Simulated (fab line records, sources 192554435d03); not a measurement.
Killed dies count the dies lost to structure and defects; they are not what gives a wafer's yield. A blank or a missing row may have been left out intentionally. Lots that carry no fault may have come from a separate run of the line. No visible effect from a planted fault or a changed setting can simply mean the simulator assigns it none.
Matching of chambers | flow n5Finfet | N5_MOL_CONTACT_COAG_DESCUM_45 on rieDiel-02 has 4 sister chambers
The step chemistry O2, time 7 s. 4 wafers are shown with their chamber, then 9 later ones without.

== WAFERS PAIRED WITH THEIR CHAMBERS ==
wafer  | chamber | drypumpMotorCurrentA (A)
L081.3 | 1       | 5.5
L081.5 | 2       | 5.2
L094.2 | 0       | 6.1
L094.6 | 3       | 6.3

== WAFERS WHOSE CHAMBER IS MISSING ==
wafer  | drypumpMotorCurrentA (A)
L095.1 | 5.5
L095.2 | 6.1
L095.3 | 6.3
L095.4 | 5.4
L095.5 | 6.3
L095.6 | 6.1
L097.3 | 6.1
L097.5 | 5.5
L097.6 | 6.4

== WHICH CHAMBER EACH ONE RAN IN ==
wafer  | from the rows above | in truth
L095.1 | 1                   | 1
L095.2 | 0                   | 0
L095.3 | 3                   | 3
L095.4 | 1                   | 1
L095.5 | 3                   | 3
L095.6 | 0                   | 0
L097.3 | 0                   | 0
L097.5 | 1                   | 1
L097.6 | 3                   | 3
Correct placement for 9 of the 9. Left unplaced by these rows: 0. 0 placed wrongly.
How it was worked out, from the rows above alone: a wafer's distance from a chamber is the root of the sum, over the readings, of the square of ((its reading less the chamber's mean) divided by the reading's scatter). The wafer belongs to the nearest chamber; if the next one is less than 2 further off, it can't be placed. A chamber's mean is the mean of its shown wafers. The scatter: root of mean squared gap, hidden wafer to nearest shown wafer, with one shown wafer a chamber.
